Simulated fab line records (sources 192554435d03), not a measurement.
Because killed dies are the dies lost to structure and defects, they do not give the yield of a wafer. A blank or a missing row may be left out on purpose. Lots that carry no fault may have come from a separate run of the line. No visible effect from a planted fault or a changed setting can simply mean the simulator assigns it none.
Comparing a struck lot with a sound one | flow n5-finfet | 14 out of 1938 route steps
Sound: wafers L433.4, L433.5, L433.6. Struck: wafer L439.6 (L439.1, L439.4, from the same lot, were not struck and are left out); the cause is given at the end.
Order at every step that has rows: each side's tool, ch and its chambers, its first start. Under that, the readings that differ: sound wafers | struck wafers | difference of the means | sigmas: that difference in standard deviations of wafers without a fault.
alike: readings whose means differ by less than 2 such deviations, and words and numbers that are the same on both sides. not compared: withheld readings, readings that some wafer has no value for, bounds like >300 that may hide the same value, and numbers for which the record gives no deviation and whose values overlap.
Wherever a step has rows on one side only, a row that says differs or no value, or a row with sigmas, the two part there. Numbers that don't overlap but have no deviation are shown without sigmas and don't part them. A reading missing from all wafers of one side parts the sides only when that side holds two or more wafers.

first, 3 steps without rows for these wafers: N5_BEOL_M12_PRECLEAN_39 (cleans in residue remover, time 60 s); N5_BEOL_M12_SRD_40 (time 30 s, dry time 30 s); N5_BEOL_M12_DEGAS_41 (time 60 s).
N5_BEOL_M12_PRE_CLEAN_42: time 30 s.
  struck on pvd-sputter-03, day 14 14:22; sound on pvd-sputter-03, day 12 15:53
  alike: heater-power-w
N5_BEOL_M12_SPUTTER_43: material TaN, target thk 15 nm, time 24.19 s.
  struck on pvd-sputter-03, day 14 14:24; sound on pvd-sputter-03, day 12 15:55
  alike: substrate-temp-c, throttle-valve-pct
N5_BEOL_M12_SPUTTER_44: material Ta, target thk 10 nm, time 16.13 s.
  struck on pvd-sputter-03, day 14 14:29; sound on pvd-sputter-03, day 12 16:00
  alike: substrate-temp-c, throttle-valve-pct
N5_BEOL_M12_SPUTTER_45: material Cu, target thk 80 nm, time 13.33 s.
  struck on pvd-sputter-03, day 14 14:34; sound on pvd-sputter-03, day 12 16:05
  alike: substrate-temp-c, throttle-valve-pct
then, 1 step without rows for these wafers: N5_BEOL_M12_ECD_47 (material Cu, target thk 720 nm).
N5_BEOL_M12_ANNEAL_48: time 90 s.
  sound on rtp-anneal-01 ch 0, day 12 17:05; struck on rtp-anneal-01 ch 0, day 14 15:00
  alike: wafer_temp_C_max
then, 1 step without rows for these wafers: N5_BEOL_M12_CMP_49 (polishes, stops on SiOC, t overpolish 20.6 s, target thk 320 nm).
N5_BEOL_M12_THK_MEAS_50: measures by xrf.
  struck on film-metro-02, day 14 15:35; sound on film-metro-02, day 12 17:33
  alike: M12_THK
then, 1 step without rows for these wafers: N5_BEOL_M12_PRE_CLEAN_52 (time 15 s).
N5_BEOL_M12_DEP_53: deposits SiCN from 3MS/NH3, target thk 30 nm, time 10.5 s.
  sound on pecvd-04 ch 0,1,2, day 12 17:37; struck on pecvd-03 ch 2, day 14 15:39
  reading                                   | sound        | struck | difference | sigmas
  model.SiCN_of_BEOL_M12_DEP_53.thk-nm (nm) | 30.2 29.6 30 | 21.8   | -8.1       |
  alike: chamber-pressure-Torr, showerhead-plenum-p-Torr, throttle-valve-pct
  not compared: rf-fwd-power-W
N5_BEOL_M12_RS_MEAS_54: the measuring method here is four-point-probe.
  struck on film-metro-02, day 14 15:43; sound on film-metro-01, day 12 17:40
  alike: M12_RS

== WHERE THEY PART ==
Nowhere in this record.

WHY: whatever the simulator had introduced
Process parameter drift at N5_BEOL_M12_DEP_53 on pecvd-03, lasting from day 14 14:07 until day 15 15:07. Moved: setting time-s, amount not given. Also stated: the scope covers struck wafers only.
